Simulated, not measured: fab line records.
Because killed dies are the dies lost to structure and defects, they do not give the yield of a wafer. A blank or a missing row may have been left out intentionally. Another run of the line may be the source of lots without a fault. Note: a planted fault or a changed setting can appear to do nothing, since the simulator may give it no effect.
Matching of chambers -- flow nand_harc -- rie_diel-09 running NHARC_A_STAIRCASE_ETCH_169: 4 sister chambers
The step etches the open film in CH3F/O2, target depth 50 nm, time 107.1 s. 4 wafers are shown with their chamber, then 7 later ones without.

== WAFERS PAIRED WITH THEIR CHAMBERS ==
wafer,chamber,drypump_motor_current_A (A)
L075.2,3,6.4
L078.3,0,5.8
L084.3,2,4.9
L084.4,1,5.6

== WAFERS WITH NO CHAMBER GIVEN ==
wafer,drypump_motor_current_A (A)
L084.6,5.6
L091.1,5.6
L091.2,6.4
L091.4,5.8
L096.1,6.5
L096.2,5.6
L096.5,4.9

== EACH ONE'S CHAMBER ==
wafer,from the rows above,in truth
L084.6,1,1
L091.1,1,1
L091.2,3,3
L091.4,0,0
L096.1,3,3
L096.2,1,1
L096.5,2,2
Correctly placed: 7 of 7. Left unplaced by these rows: 0. 0 placed wrongly.
How it was worked out, from the rows above alone: a wafer's distance from a chamber is the root of the sum, over the readings, of the square of ((its reading less the chamber's mean) divided by the reading's scatter). If the next closest chamber is less than 2 further off than the closest, the wafer can't be placed; otherwise it belongs to the closest. A chamber's mean is the mean of its shown wafers. The scatter (one wafer shown for each chamber): square how far every hidden wafer sits from the nearest shown wafer, average those squares and take the square root.
